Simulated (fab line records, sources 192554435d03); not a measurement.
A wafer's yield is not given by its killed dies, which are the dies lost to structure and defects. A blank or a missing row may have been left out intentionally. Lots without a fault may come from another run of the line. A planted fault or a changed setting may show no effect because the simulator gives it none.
A struck lot beside a sound one + flow n5_finfet + 15 steps out of a route of 1938
Sound: these wafers, L140.2, L140.5, L140.6. Wafers L149.2, L149.4 were the ones struck. The cause comes at the end.
At each step with rows: each side's tool, then ch and its chambers, then its first start. Under that, the readings that differ: sound wafers + struck wafers + difference of the means + sigmas: that difference in standard deviations of wafers without a fault.
alike: readings whose means differ by less than 2 such deviations, and words and numbers that are the same on both sides. not compared: withheld readings, readings that some wafer has no value for, bounds like >300 that may hide the same value, and numbers for which the record gives no deviation and whose values overlap.
The two part at a step that has a row with sigmas, a row that says differs or no value, or rows on one side only. Numbers that have no deviation but don't overlap get no sigmas and don't part them. Lack of a reading on every wafer of one side parts them only where that side has two or more wafers.

first, 2 steps without rows for these wafers: N5_BEOL_M1_PEB_09 (peb time 60 s); N5_BEOL_M1_DEVELOP_10 (develop time 30 s).
N5_BEOL_M1_CD_MEAS_11 targets a cd of 17.05 nm.
  sound on cd_sem-02 ch 0, day 7 11:17; struck on cd_sem-03 ch 0, day 9 15:04
  alike: cd_nm
N5_BEOL_M1_OVL_MEAS_12:
  sound on overlay-01 ch 0, day 7 11:19; struck on overlay-02 ch 0, day 9 15:07
  alike: M1_OVL
N5_BEOL_M1_INSPECT_13: inspects for defects (brightfield).
  struck on defect_inspect-02, day 9 15:10; sound on defect_inspect-01, day 7 11:22
  alike: raw_defect_count
then, 1 step without rows for these wafers: N5_BEOL_M1_DESCUM_16 (chemistry O2, time 7 s).
N5_BEOL_M1_ETCH_74: etches underlayer in N2/H2, target depth 6.5 nm, time 5.2 s.
  sound on rie_diel-03 ch 1,2,3, day 7 11:26; struck on rie_diel-03 ch 1,2, day 9 15:14
  alike: drypump_motor_current_A, etch_rf_on_time_s, h2_flow_sccm, oes_product_au, rf_vpp_V, showerhead_plenum_p_Torr, throttle_valve_pct
  not compared: rf_hours_counter_h
N5_BEOL_M1_ETCH_63: etches SiARC in CF4, target depth 15.6 nm, time 26 s.
  sound on rie_diel-03 ch 1,2,3, day 7 11:28; struck on rie_diel-03 ch 1,2, day 9 15:15
  alike: drypump_motor_current_A, etch_rf_on_time_s, oes_product_au, rf_vpp_V, showerhead_plenum_p_Torr, throttle_valve_pct
  not compared: rf_hours_counter_h
N5_BEOL_M1_ETCH_64: etches SOC in N2/H2, target depth 75 nm, overetch 15 nm, time 112.5 s.
  sound on rie_diel-03 ch 1,2,3, day 7 11:29; struck on rie_diel-03 ch 1,2, day 9 15:17
  alike: drypump_motor_current_A, h2_flow_sccm, oes_product_au, rf_vpp_V, showerhead_plenum_p_Torr, temp_c, throttle_valve_pct
  not compared: rf_hours_counter_h
then, 2 steps without rows for these wafers: N5_BEOL_M1_STRIP_65 (strips in N2/H2); N5_BEOL_M1_STRIP_75 (strips in N2/H2).
N5_BEOL_M1_STRIP_66: strips in CF4.
  sound on rie_diel-03 ch 1,2,3, day 7 11:37; struck on rie_diel-03 ch 1,2, day 9 15:24
  alike: drypump_motor_current_A, oes_product_au, rf_vpp_V, showerhead_plenum_p_Torr, throttle_valve_pct
  not compared: rf_hours_counter_h
N5_BEOL_M1_HM_OPEN_17: chemistry Cl2/BCl3, target TiN, target depth 20 nm, overetch 6 nm.
  sound on rie_metal-02 ch 0,1, day 7 11:40; struck on rie_metal-02 ch 0,1, day 9 15:26
| reading                                  | sound          | struck    | difference | sigmas |
|------------------------------------------|----------------|-----------|------------|--------|
| model.SOC_of_BEOL_M1_COAT_61.thk_nm (nm) | 52 51.8 52     | 48.6 48.8 | -3.2       |        |
| model.BEOL_M1.cd_offset_nm (nm)          | -0.4 -0.2 -0.2 | 0.6 0.4   | +0.8       |        |
  alike: drypump_motor_current_A, oes_product_au, throttle_valve_pct
  not compared: rf_hours_counter_h
N5_BEOL_M1_STRIP_19: strips in O2.
  sound on rie_diel-01 ch 0,3, day 7 11:46; struck on rie_diel-06 ch 1,2, day 9 15:33
  alike: drypump_motor_current_A, oes_product_au, rf_vpp_V, showerhead_plenum_p_Torr, temp_c, throttle_valve_pct
  not compared: rf_hours_counter_h
-- record jumps: 6 days separate the struck wafers' starts on either side; left off in module BEOL_M1, taken up again in module BEOL_M4, whose first shown step is the route's number 1111 --
N5_BEOL_M4_RC_MEAS_101:
  sound on prober-01 ch 0, day 11 10:23; struck on prober-02 ch 0, day 15 19:02
| reading        | sound             | struck      | difference | sigmas |
|----------------|-------------------|-------------|------------|--------|
| IOFF_P (nA/um) | 0.193 0.167 0.195 | 0.238 0.268 | +0.068     | +3     |
  alike: DIBL_N, DIBL_P, IOFF_N, ION_N, ION_P, SS_N, SS_P, VT_N, VT_P

== WHERE THEY PART ==
Within this record, at N5_BEOL_M4_RC_MEAS_101 only.

WHY: what the simulator had put in
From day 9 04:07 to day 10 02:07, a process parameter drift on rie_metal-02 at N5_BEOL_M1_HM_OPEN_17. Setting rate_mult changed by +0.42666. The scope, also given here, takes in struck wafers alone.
